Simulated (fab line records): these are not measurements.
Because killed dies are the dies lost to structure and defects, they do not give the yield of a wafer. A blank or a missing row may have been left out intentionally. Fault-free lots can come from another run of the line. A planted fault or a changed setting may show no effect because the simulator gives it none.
Chamber matching || flow nand_harc || pecvd-03 running NHARC_A_SGD_CUT_DEP_00: 3 sister chambers
The step deposits SiNx, target thk 50 nm. 3 wafers are shown with their chamber, then 8 later ones without.

== WAFERS PAIRED WITH THEIR CHAMBERS ==
{"wafer": "L140.1", "chamber": 2, "heater_power_w (W)": 614}
{"wafer": "L140.4", "chamber": 1, "heater_power_w (W)": 713}
{"wafer": "L142.2", "chamber": 0, "heater_power_w (W)": 676}

== WAFERS MISSING THEIR CHAMBER ==
{"wafer": "L142.3", "heater_power_w (W)": 637}
{"wafer": "L142.5", "heater_power_w (W)": 640}
{"wafer": "L148.1", "heater_power_w (W)": 779}
{"wafer": "L148.3", "heater_power_w (W)": 681}
{"wafer": "L150.1", "heater_power_w (W)": 657}
{"wafer": "L150.4", "heater_power_w (W)": 695}
{"wafer": "L151.1", "heater_power_w (W)": 725}
{"wafer": "L151.6", "heater_power_w (W)": 792}

== EACH ONE'S CHAMBER ==
{"wafer": "L142.3", "from the rows above": "can't be placed: 2 or 0 or 1", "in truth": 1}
{"wafer": "L142.5", "from the rows above": "can't be placed: 2 or 0 or 1", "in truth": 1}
{"wafer": "L148.1", "from the rows above": "can't be placed: 1 or 0", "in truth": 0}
{"wafer": "L148.3", "from the rows above": "can't be placed: 0 or 1 or 2", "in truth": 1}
{"wafer": "L150.1", "from the rows above": "can't be placed: 0 or 2 or 1", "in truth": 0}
{"wafer": "L150.4", "from the rows above": "can't be placed: 1 or 0 or 2", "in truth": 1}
{"wafer": "L151.1", "from the rows above": "can't be placed: 1 or 0", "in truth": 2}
{"wafer": "L151.6", "from the rows above": "can't be placed: 1 or 0", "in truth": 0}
Placed correctly: 0 of 8. Unplaceable from these rows: 8, with the true chamber sitting among the candidates in 7. 0 placed wrongly.
How it was worked out, from the rows above alone: a wafer's distance from a chamber is the root of the sum, over the readings, of the square of ((its reading less the chamber's mean) divided by the reading's scatter). The wafer belongs to the nearest chamber; if the next one is less than 2 further off, it can't be placed. The mean given for a chamber averages the wafers shown for that chamber. The scatter (one wafer shown for each chamber): square how far every hidden wafer sits from the nearest shown wafer, average those squares and take the square root.
